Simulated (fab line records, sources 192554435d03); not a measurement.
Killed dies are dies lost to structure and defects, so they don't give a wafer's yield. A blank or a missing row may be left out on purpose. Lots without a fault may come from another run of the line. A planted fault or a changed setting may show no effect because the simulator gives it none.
Chamber matching | flow n5_finfet | N5_BEOL_M6_STRIP_19 on rie_diel-03: 4 sister chambers
The step strips in O2. 14 wafers are shown with their chamber, then 7 later ones without.

WAFERS WITH THEIR CHAMBER
wafer  | chamber | drypump_motor_current_A (A) | showerhead_plenum_p_Torr (Torr) | oes_product_au (a.u.)
L081.2 | 2       | 5.6                         | 2.13                            | 0.85
L081.4 | 0       | 5.5                         | 2.21                            | 0.81
L081.5 | 3       | 6.0                         | 2.09                            | 0.74
L087.3 | 2       | 5.6                         | 2.13                            | 0.83
L087.4 | 0       | 5.5                         | 2.21                            | 0.80
L087.5 | 1       | 6.1                         | 2.13                            | 0.86
L086.3 | 3       | 6.0                         | 2.08                            | 0.74
L086.4 | 1       | 6.1                         | 2.13                            | 0.85
L086.5 | 3       | 6.0                         | 2.08                            | 0.74
L088.2 | 2       | 5.6                         | 2.13                            | 0.83
L088.4 | 0       | 5.5                         | 2.21                            | 0.80
L088.5 | 1       | 6.1                         | 2.13                            | 0.85
L093.2 | 1       | 6.1                         | 2.13                            | 0.83
L093.3 | 0       | 5.4                         | 2.20                            | 0.79

SIGNATURES (means of the wafers above)
reading                  | chamber 0 | chamber 1 | chamber 2 | chamber 3 | scatter within a chamber
drypump_motor_current_A  | 5.475     | 6.100     | 5.600     | 6.000     | 0.0274
showerhead_plenum_p_Torr | 2.2075    | 2.1300    | 2.1300    | 2.0833    | 0.00376
oes_product_au           | 0.8000    | 0.8475    | 0.8367    | 0.7400    | 0.0097
Rule: a wafer's distance from a chamber is the root of the sum, over the readings, of the square of ((its reading less the chamber's mean) divided by the reading's scatter). The wafer belongs to the nearest chamber; if the next one is less than 2 further off, it can't be placed. The scatter: the root of (the sum of the squares of (reading less its chamber's mean) over the shown wafers, divided by (wafers less chambers)).

WAFERS WITHOUT THEIR CHAMBER
wafer  | drypump_motor_current_A (A) | showerhead_plenum_p_Torr (Torr) | oes_product_au (a.u.)
L093.4 | 6.1                         | 2.13                            | 0.82
L094.1 | 6.1                         | 2.12                            | 0.83
L094.5 | 6.1                         | 2.13                            | 0.83
L094.6 | 5.6                         | 2.12                            | 0.81
L097.2 | 5.6                         | 2.12                            | 0.80
L097.4 | 6.1                         | 2.12                            | 0.81
L097.5 | 6.1                         | 2.12                            | 0.81

WHICH CHAMBER EACH WENT THROUGH
wafer  | from the rows above | in truth
L093.4 | 1                   | 1
L094.1 | 1                   | 1
L094.5 | 1                   | 1
L094.6 | 2                   | 2
L097.2 | 2                   | 2
L097.4 | 1                   | 1
L097.5 | 1                   | 1
Placed correctly: 7 of 7. Can't be placed from these rows: 0. Placed wrongly: 0.
